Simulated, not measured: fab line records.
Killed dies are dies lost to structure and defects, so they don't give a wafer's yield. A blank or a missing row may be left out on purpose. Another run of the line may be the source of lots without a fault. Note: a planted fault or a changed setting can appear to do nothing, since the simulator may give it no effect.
Split-lot trial -- flow n5-finfet -- route with 1938 steps; 7 lots, 21 wafers read

== SPLIT DETAILS ==
At N5_BEOL_M10_ETCH_41 (etches SiCN in CH3F/O2, target depth 42.6 nm, time 86 s), the setting source-w was moved away from the recipe's 395 W on 12 of the 21 wafers read, by -11.7% to +10.2%. The other wafers ran this setting at the recipe's value.

The reading is taken at the split's own step.

== THE READING ==
rf-vpp-V, in V, at N5_BEOL_M10_ETCH_41 (etches SiCN in CH3F/O2, target depth 42.6 nm, time 86 s). A value of 298.1 V with a standard deviation of 1.4 V is what fault-free wafers of this fab line usually give.

wafer,"tool, chamber at the split","source-w as run, W",against the recipe,"rf-vpp-V, V",against lot-mates on the recipe
L075.1,"rie-diel-03, 3",374.8,-5.1%,302.2,+5.6
L075.2,"rie-diel-03, 0",374.8,-5.1%,304.0,+7.4
L075.4,"rie-diel-03, 2",395,recipe,296.6,-
L083.2,"rie-diel-01, 2",435.2,+10.2%,290.1,-8.9
L083.5,"rie-diel-01, 3",435.2,+10.2%,288.4,-10.6
L083.6,"rie-diel-01, 0",395,recipe,299.0,-
L081.1,"rie-diel-06, 1",395,recipe,298.3,-
L081.3,"rie-diel-06, 0",364.2,-7.8%,306.9,+8.6
L081.6,"rie-diel-06, 1",395,recipe,298.2,-
L084.1,"rie-diel-01, 0",370.4,-6.2%,305.4,+6.1
L084.2,"rie-diel-01, 3",370.4,-6.2%,304.9,+5.6
L084.4,"rie-diel-01, 1",395,recipe,299.3,-
L085.4,"rie-diel-06, 3",395,recipe,300.1,-
L085.5,"rie-diel-06, 1",395,recipe,298.6,-
L085.6,"rie-diel-06, 2",395,recipe,296.7,-
L089.3,"rie-diel-06, 2",395,recipe,295.8,-
L089.4,"rie-diel-06, 2",348.6,-11.7%,309.3,+13.5
L089.5,"rie-diel-06, 0",348.6,-11.7%,310.0,+14.2
L091.1,"rie-diel-03, 0",370.4,-6.2%,304.4,no lot-mate on the recipe
L091.3,"rie-diel-03, 3",370.4,-6.2%,301.9,no lot-mate on the recipe
L091.5,"rie-diel-03, 0",370.4,-6.2%,303.8,no lot-mate on the recipe

FIT RESULTS
A straight line over all 21 wafers: rf-vpp-V changes by -0.945 V for each +1% of source-w; r = -0.98; the points scatter about the line by 1.2 V.
The same after taking each lot's own level away (the mean of its wafers on the recipe; 18 wafers): -1.07 V for each +1%; r = -0.99; scatter 1 V.
That fit puts the effect of the largest move of source-w on the reading at 13 V.
Across the lots, their own levels run from 295.80 to 299.30 V, a range of 2.5 times the standard deviation given above.
So the slope is not independent of the lot-to-lot level: the two fits are not the same.
Check: for one of the wafers moved furthest among these (-11.7%), held out of the fit, the line's prediction against its lot-mates is +12.7 V. Against them it came out at +13.5 V.
Tool readings at the split's step, against how far the setting was moved: rf-vpp-V r = -0.98.

== OTHER SPLITS APPLIED TO THESE WAFERS ==
Before the reading, these wafers also passed through other splits. Each is held against what the fit with the lots' levels taken away leaves over:
other split on the same wafers,wafers away from the commonest value,r with rf-vpp-V (lot level and that fit taken away)
N5_BEOL_M10_TRENCH_ETCH_37 source-w,7,+0.25

== FILE'S OWN FIT ==
rf-vpp-V changes by -1.09 V for each +1% of source-w, r = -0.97.
